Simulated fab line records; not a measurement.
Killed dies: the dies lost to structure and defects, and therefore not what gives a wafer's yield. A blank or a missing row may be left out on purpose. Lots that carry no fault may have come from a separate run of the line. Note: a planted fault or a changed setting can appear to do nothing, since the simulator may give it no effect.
The tool behind it: which one?	flow n5Finfet	23 lots with 69 wafers sampled at 6 steps, on a route of 1938 steps

## WHAT THE GAUGES SHOWED, per wafer
N5_BEOL_M0_OCD_MEAS_108.
lot	measured	on	trenchDepthNm (nm)
L074	day 6 07:11	ocd-01	32.4 32.3 32.5
L075	day 6 07:18	ocd-01	32.0 32.5 32.1
L077	day 6 10:17	ocd-02	32.5 33.0 31.2
L078	day 6 23:06	ocd-01	33.2 32.2 33.0
L080	day 7 06:55	ocd-02	32.0 32.9 32.4
L081	day 7 13:01	ocd-01	31.3 31.6 31.3
L082	day 7 20:50	ocd-02	31.9 32.4 32.0
L083	day 8 02:06	ocd-02	31.8 32.7 32.0
L084	day 8 11:22	ocd-02	32.7 33.9 33.3
L085	day 8 16:40	ocd-02	32.3 32.6 33.0
L086	day 8 19:45	ocd-02	32.4 31.8 32.9
L087	day 8 23:01	ocd-02	33.3 32.2 32.2
L088	day 9 04:10	ocd-01	33.5 32.5 32.1
L089	day 9 09:18	ocd-01	32.9 32.7 33.6
L090	day 9 19:07	ocd-01	31.7 31.5 32.3
L091	day 9 22:49	ocd-01	32.8 34.0 33.2
L092	day 10 07:11	ocd-01	33.0 33.0 32.1
L093	day 10 15:11	ocd-01	33.0 32.0 33.6
L076	day 10 21:43	ocd-01	32.4 32.8 32.9
L094	day 11 02:13	ocd-02	31.3 31.0 32.3
L095	day 11 07:57	ocd-01	32.4 32.2 32.5
L097	day 11 23:33	ocd-02	32.7 32.7 32.7
L096	day 11 23:53	ocd-01	33.2 32.4 33.5

## WHICH TOOL RAN EACH LOT (tool, then ch and the chambers of the sampled wafers, then the start)
lot	N5_BEOL_M0_SAQP_ALD_48	N5_BEOL_M0_CUTY_ETCH_63	N5_BEOL_M0_ETCH_138	N5_BEOL_M0_STRIP_104	N5_BEOL_M0_STRIP_142
L074	aldSin-04 ch 0,2,3, day 5 19:44	rieDiel-03 ch 1,2,3, day 5 21:10	rieDiel-03 ch 1,2,3, day 5 21:17	rieDiel-03 ch 0,1,2, day 6 06:55	rieDiel-03 ch 0,1,3, day 6 07:06
L075	aldSin-02 ch 0,1,2, day 5 23:37	rieDiel-03 ch 1,2,3, day 6 00:41	rieDiel-03 ch 1,2,3, day 6 00:49	rieDiel-03 ch 0,1,3, day 6 06:58	rieDiel-03 ch 0,1,3, day 6 07:13
L077	aldSin-04 ch 0,1,3, day 6 07:23	rieDiel-03 ch 0,2,3, day 6 08:34	rieDiel-03 ch 0,2,3, day 6 08:42	rieDiel-03 ch 1,2,3, day 6 09:56	rieDiel-03 ch 0,1,2, day 6 10:13
L078	aldSin-01 ch 0,1,3, day 6 20:20	rieDiel-06 ch 0,1,3, day 6 21:33	rieDiel-06 ch 0,1,3, day 6 21:40	rieDiel-01 ch 0,1,2, day 6 22:50	rieDiel-01 ch 0,1,3, day 6 23:01
L080	aldSin-04 ch 0,2,3, day 7 04:11	rieDiel-06 ch 1,3, day 7 05:28	rieDiel-06 ch 1,3, day 7 05:35	rieDiel-03 ch 0,1,2, day 7 06:38	rieDiel-06 ch 1,3, day 7 06:50
L081	aldSin-02 ch 0,1,2, day 7 10:37	rieDiel-01 ch 0,1,3, day 7 11:52	rieDiel-01 ch 0,1,3, day 7 11:59	rieDiel-06 ch 0,1,3, day 7 12:35	rieDiel-03 ch 0,2, day 7 12:56
L082	aldSin-01 ch 1,3, day 7 17:43	rieDiel-06 ch 0,2, day 7 19:02	rieDiel-06 ch 0,2, day 7 19:10	rieDiel-01 ch 0,2,3, day 7 20:29	rieDiel-06 ch 1,3, day 7 20:46
L083	aldSin-04 ch 0,3, day 7 22:52	rieDiel-06 ch 0,3, day 7 23:56	rieDiel-06 ch 0,3, day 8 00:03	rieDiel-01 ch 2,3, day 8 01:47	rieDiel-01 ch 1,2, day 8 02:01
L084	aldSin-02 ch 2,3, day 8 06:45	rieDiel-06 ch 0,2,3, day 8 07:56	rieDiel-06 ch 0,2,3, day 8 08:04	rieDiel-01 ch 1,2,3, day 8 11:02	rieDiel-01 ch 0,1,3, day 8 11:17
L085	aldSin-04 ch 1,2,3, day 8 12:32	rieDiel-03 ch 0,1, day 8 14:07	rieDiel-03 ch 0,1, day 8 14:14	rieDiel-06 ch 0,3, day 8 16:23	rieDiel-06 ch 0,3, day 8 16:34
L086	aldSin-02 ch 0,1,3, day 8 15:46	rieDiel-03 ch 0,2,3, day 8 16:57	rieDiel-03 ch 0,2,3, day 8 17:04	rieDiel-01 ch 0,1,2, day 8 19:14	rieDiel-03 ch 0,2,3, day 8 19:40
L087	aldSin-04 ch 1,2,3, day 8 20:40	rieDiel-01 ch 0,2,3, day 8 21:56	rieDiel-01 ch 0,2,3, day 8 22:04	rieDiel-03 ch 2,3, day 8 22:45	rieDiel-06 ch 0,3, day 8 22:56
L088	aldSin-01 ch 0,3, day 9 01:19	rieDiel-03 ch 1,3, day 9 02:30	rieDiel-03 ch 1,3, day 9 02:37	rieDiel-06 ch 0,1,3, day 9 03:54	rieDiel-06 ch 0,1,3, day 9 04:05
L089	aldSin-04 ch 0,1,2, day 9 06:32	rieDiel-03 ch 1,2, day 9 07:44	rieDiel-03 ch 1,2, day 9 07:52	rieDiel-01 ch 2,3, day 9 08:52	rieDiel-03 ch 1,3, day 9 09:13
L090	aldSin-01 ch 0,2,3, day 9 16:21	rieDiel-01 ch 0,3, day 9 17:48	rieDiel-01 ch 0,3, day 9 17:55	rieDiel-01 ch 2,3, day 9 18:49	rieDiel-01 ch 2,3, day 9 19:02
L091	aldSin-01 ch 0,1,2, day 9 20:32	rieDiel-06 ch 0,1,2, day 9 21:43	rieDiel-06 ch 0,1,2, day 9 21:50	rieDiel-01 ch 0,1,2, day 9 22:10	rieDiel-03 ch 0,1,3, day 9 22:44
L092	aldSin-04 ch 1,3, day 10 04:02	rieDiel-03 ch 0,3, day 10 05:07	rieDiel-03 ch 0,3, day 10 05:15	rieDiel-03 ch 0,1,2, day 10 06:55	rieDiel-03 ch 1,3, day 10 07:06
L093	aldSin-01 ch 0,1,2, day 10 13:19	rieDiel-01 ch 0,1,2, day 10 14:23	rieDiel-01 ch 0,1,2, day 10 14:30	rieDiel-03 ch 1,3, day 10 14:50	rieDiel-01 ch 0,1,2, day 10 15:07
L076	aldSin-01 ch 0,1, day 10 16:28	rieDiel-01 ch 1,3, day 10 17:41	rieDiel-01 ch 1,3, day 10 17:48	rieDiel-03 ch 1,2,3, day 10 21:26	rieDiel-03 ch 0,1,3, day 10 21:38
L094	aldSin-01 ch 1,2,3, day 10 20:33	rieDiel-03 ch 2,3, day 10 21:46	rieDiel-03 ch 2,3, day 10 21:53	rieDiel-03 ch 0,1,3, day 11 00:31	rieDiel-03 ch 2,3, day 11 02:08
L095	aldSin-04 ch 0,2,3, day 11 05:43	rieDiel-06 ch 0,1,3, day 11 07:13	rieDiel-06 ch 0,1,3, day 11 07:20	rieDiel-01 ch 0,3, day 11 07:41	rieDiel-06 ch 1,3, day 11 07:52
L097	aldSin-04 ch 0,2, day 11 09:38	rieDiel-06 ch 0,2,3, day 11 10:41	rieDiel-06 ch 0,2,3, day 11 10:49	rieDiel-06 ch 2,3, day 11 23:17	rieDiel-03 ch 0,1,3, day 11 23:28
L096	aldSin-01 ch 1,2,3, day 11 14:01	rieDiel-01 ch 0,1,3, day 11 15:12	rieDiel-01 ch 0,1,3, day 11 15:20	rieDiel-01 ch 0,2,3, day 11 23:35	rieDiel-01 ch 0,1,2, day 11 23:48
- N5_BEOL_M0_SAQP_ALD_48: deposits SiO2, target thk 20 nm, pulse time 1 s, co reactant pulse time 1 s.
- N5_BEOL_M0_CUTY_ETCH_63: etches SOC in N2/H2, target depth 82.7 nm, overetch 16.5 nm, time 124 s.
- N5_BEOL_M0_ETCH_138: etches SiCN in CH3F/O2, target depth 12 nm, time 31.6 s.
- N5_BEOL_M0_STRIP_104: strips in N2/H2.
- N5_BEOL_M0_STRIP_142: strips in N2/H2, time 10 s.

## WHAT THE TOOLS THEMSELVES READ (means of the sampled wafers that have a number; where no wafer has one, the mark that the record gives instead)
N5_BEOL_M0_SAQP_ALD_48.
lot	tool	heaterPowerW (W)	precursorPulseHeightRel
L074	aldSin-04	83	0.987
L075	aldSin-02	81	1.021
L077	aldSin-04	83	1.012
L078	aldSin-01	77	1.009
L080	aldSin-04	83	0.987
L081	aldSin-02	82	1.001
L082	aldSin-01	79	1.013
L083	aldSin-04	83	1.001
L084	aldSin-02	78	0.985
L085	aldSin-04	80	0.994
L086	aldSin-02	74	0.985
L087	aldSin-04	81	1.009
L088	aldSin-01	75	1.003
L089	aldSin-04	83	1.013
L090	aldSin-01	72	0.995
L091	aldSin-01	74	0.987
L092	aldSin-04	80	0.977
L093	aldSin-01	75	1.000
L076	aldSin-01	80	0.992
L094	aldSin-01	76	0.998
L095	aldSin-04	82	1.011
L097	aldSin-04	84	1.008
L096	aldSin-01	76	1.014

N5_BEOL_M0_CUTY_ETCH_63.
lot	tool	drypumpMotorCurrentA (A)	oesProductAu (a.u.)	rfVppV (V)	showerheadPlenumPTorr (Torr)	throttleValvePct (%)
L074	rieDiel-03	5.7	0.63	524.4	2.54	17.7
L075	rieDiel-03	5.8	0.63	523.7	2.54	17.7
L077	rieDiel-03	5.6	0.60	524.7	2.55	17.9
L078	rieDiel-06	5.5	0.63	525.0	2.58	18.0
L080	rieDiel-06	5.3	0.59	526.9	2.64	18.3
L081	rieDiel-01	5.6	0.69	525.9	2.62	17.7
L082	rieDiel-06	5.8	0.69	522.9	2.50	17.6
L083	rieDiel-06	5.6	0.65	523.2	2.52	17.8
L084	rieDiel-06	5.5	0.65	524.5	2.56	17.9
L085	rieDiel-03	5.5	0.59	525.4	2.57	17.9
L086	rieDiel-03	5.6	0.58	525.0	2.54	17.9
L087	rieDiel-01	5.6	0.66	524.2	2.61	17.9
L088	rieDiel-03	5.6	0.62	523.3	2.54	17.7
L089	rieDiel-03	6.0	0.62	523.2	2.53	17.7
L090	rieDiel-01	5.6	0.70	523.9	2.56	17.6
L091	rieDiel-06	5.7	0.63	524.2	2.54	17.8
L092	rieDiel-03	5.2	0.65	524.3	2.55	17.9
L093	rieDiel-01	5.6	0.62	526.3	2.65	18.0
L076	rieDiel-01	5.5	0.64	524.8	2.59	17.9
L094	rieDiel-03	5.9	0.59	523.6	2.51	17.9
L095	rieDiel-06	5.5	0.61	524.3	2.56	18.0
L097	rieDiel-06	5.5	0.63	523.7	2.55	17.9
L096	rieDiel-01	5.6	0.65	525.1	2.61	17.8

N5_BEOL_M0_ETCH_138.
lot	tool	drypumpMotorCurrentA (A)	etchRfOnTimeS (s)	oesProductAu (a.u.)	rfVppV (V)	showerheadPlenumPTorr (Torr)	throttleValvePct (%)
L074	rieDiel-03	5.7	29.1	0.65	297.5	2.01	16.3
L075	rieDiel-03	5.7	29.2	0.65	298.0	2.01	16.3
L077	rieDiel-03	5.6	29.6	0.62	297.3	2.02	16.5
L078	rieDiel-06	5.5	30.0	0.64	298.1	2.03	16.5
L080	rieDiel-06	5.3	30.5	0.61	298.4	2.08	16.8
L081	rieDiel-01	5.6	29.3	0.72	298.6	2.05	16.1
L082	rieDiel-06	5.8	28.5	0.72	296.7	1.96	16.1
L083	rieDiel-06	5.6	28.8	0.68	296.7	1.98	16.3
L084	rieDiel-06	5.5	28.8	0.68	297.4	2.01	16.4
L085	rieDiel-03	5.5	29.0	0.61	298.2	2.05	16.7
L086	rieDiel-03	5.6	30.1	0.60	297.5	2.02	16.6
L087	rieDiel-01	5.6	28.9	0.68	299.1	2.04	16.2
L088	rieDiel-03	5.5	28.8	0.64	297.1	2.01	16.3
L089	rieDiel-03	6.0	29.2	0.64	297.2	2.00	16.3
L090	rieDiel-01	5.6	29.7	0.74	297.4	2.01	16.0
L091	rieDiel-06	5.7	29.4	0.66	297.7	1.99	16.3
L092	rieDiel-03	5.2	29.6	0.67	297.8	2.02	16.4
L093	rieDiel-01	5.6	29.3	0.64	297.7	2.07	16.4
L076	rieDiel-01	5.5	29.3	0.66	297.5	2.03	16.3
L094	rieDiel-03	5.9	30.3	0.60	297.3	1.98	16.5
L095	rieDiel-06	5.5	29.5	0.63	297.3	2.01	16.5
L097	rieDiel-06	5.5	29.0	0.66	298.1	2.00	16.4
L096	rieDiel-01	5.6	28.3	0.68	297.8	2.03	16.1

N5_BEOL_M0_STRIP_104.
lot	tool	drypumpMotorCurrentA (A)	oesProductAu (a.u.)	rfVppV (V)	showerheadPlenumPTorr (Torr)	throttleValvePct (%)
L074	rieDiel-03	5.8	0.74	58.7	2.55	23.4
L075	rieDiel-03	5.4	0.75	59.3	2.56	23.6
L077	rieDiel-03	5.7	0.76	57.8	2.54	23.5
L078	rieDiel-01	5.7	0.77	59.3	2.66	23.9
L080	rieDiel-03	5.8	0.74	58.8	2.54	23.4
L081	rieDiel-06	5.6	0.75	59.2	2.57	23.8
L082	rieDiel-01	5.6	0.83	58.9	2.61	23.8
L083	rieDiel-01	5.6	0.82	59.6	2.53	23.8
L084	rieDiel-01	5.6	0.79	60.8	2.59	23.9
L085	rieDiel-06	5.6	0.79	59.2	2.52	23.6
L086	rieDiel-01	5.6	0.76	60.4	2.66	23.9
L087	rieDiel-03	5.5	0.72	59.5	2.53	23.7
L088	rieDiel-06	5.6	0.73	59.8	2.56	23.9
L089	rieDiel-01	5.6	0.74	59.6	2.57	24.1
L090	rieDiel-01	5.6	0.74	60.3	2.57	24.1
L091	rieDiel-01	5.6	0.75	58.2	2.65	23.9
L092	rieDiel-03	5.8	0.81	59.6	2.53	23.3
L093	rieDiel-03	5.6	0.75	58.9	2.53	23.6
L076	rieDiel-03	5.7	0.73	59.9	2.52	23.5
L094	rieDiel-03	5.4	0.80	59.5	2.55	23.5
L095	rieDiel-01	5.7	0.83	58.9	2.62	23.5
L097	rieDiel-06	5.4	0.76	60.2	2.58	23.9
L096	rieDiel-01	5.7	0.88	59.2	2.59	23.6

N5_BEOL_M0_STRIP_142.
lot	tool	drypumpMotorCurrentA (A)	oesProductAu (a.u.)	rfVppV (V)	showerheadPlenumPTorr (Torr)	throttleValvePct (%)
L074	rieDiel-03	5.4	0.75	59.1	2.56	23.6
L075	rieDiel-03	5.4	0.76	60.1	2.56	23.6
L077	rieDiel-03	5.8	0.75	59.5	2.55	23.4
L078	rieDiel-01	5.6	0.84	58.8	2.62	23.5
L080	rieDiel-06	5.3	0.71	58.9	2.63	24.2
L081	rieDiel-03	6.0	0.72	59.4	2.53	23.4
L082	rieDiel-06	5.3	0.71	59.9	2.63	24.3
L083	rieDiel-01	5.6	0.71	59.4	2.63	24.2
L084	rieDiel-01	5.6	0.83	59.8	2.62	23.6
L085	rieDiel-06	5.6	0.79	59.1	2.52	23.6
L086	rieDiel-03	5.6	0.71	59.0	2.54	23.6
L087	rieDiel-06	5.4	0.75	58.2	2.58	24.1
L088	rieDiel-06	5.5	0.74	58.6	2.56	23.9
L089	rieDiel-03	5.6	0.76	58.8	2.54	23.6
L090	rieDiel-01	5.6	0.74	58.6	2.57	24.1
L091	rieDiel-03	5.4	0.82	59.2	2.55	23.5
L092	rieDiel-03	5.3	0.74	59.4	2.54	23.7
L093	rieDiel-01	5.7	0.74	59.0	2.65	23.9
L076	rieDiel-03	5.4	0.80	59.3	2.55	23.5
L094	rieDiel-03	5.9	0.71	59.0	2.51	23.5
L095	rieDiel-06	5.3	0.69	59.7	2.62	24.3
L097	rieDiel-03	5.4	0.78	58.8	2.54	23.5
L096	rieDiel-01	5.6	0.84	59.0	2.64	23.7

## THE ANSWER, worked out from the rows above alone
Rule: the usual values come from the lots themselves. Put in order of their means at a reading, lots are off if they are a third of the lots or fewer, leave a main group of 4 or more, and stand apart from it by a gap of 3 or more times the standard deviation of the main group's means; of several such gaps the widest counts. A main group is skipped when, at the precision printed for the reading in the tables above, its means are all equal. Also off: a lot with no number at a reading for which 4 or more lots have one. All remaining lots with rows at the step are treated as sound. Order of review: gauges by route order, followed by the tools' own readings, for which a lot's mean as printed above is used. The first step at which some lot is off is used, and at that step the reading that is off furthest; a lot without a number counts as furthest.
Across all readings shown, no lot is off: no conclusion can be drawn from this.

## WHAT HAD BEEN PUT IN BY THE SIMULATOR
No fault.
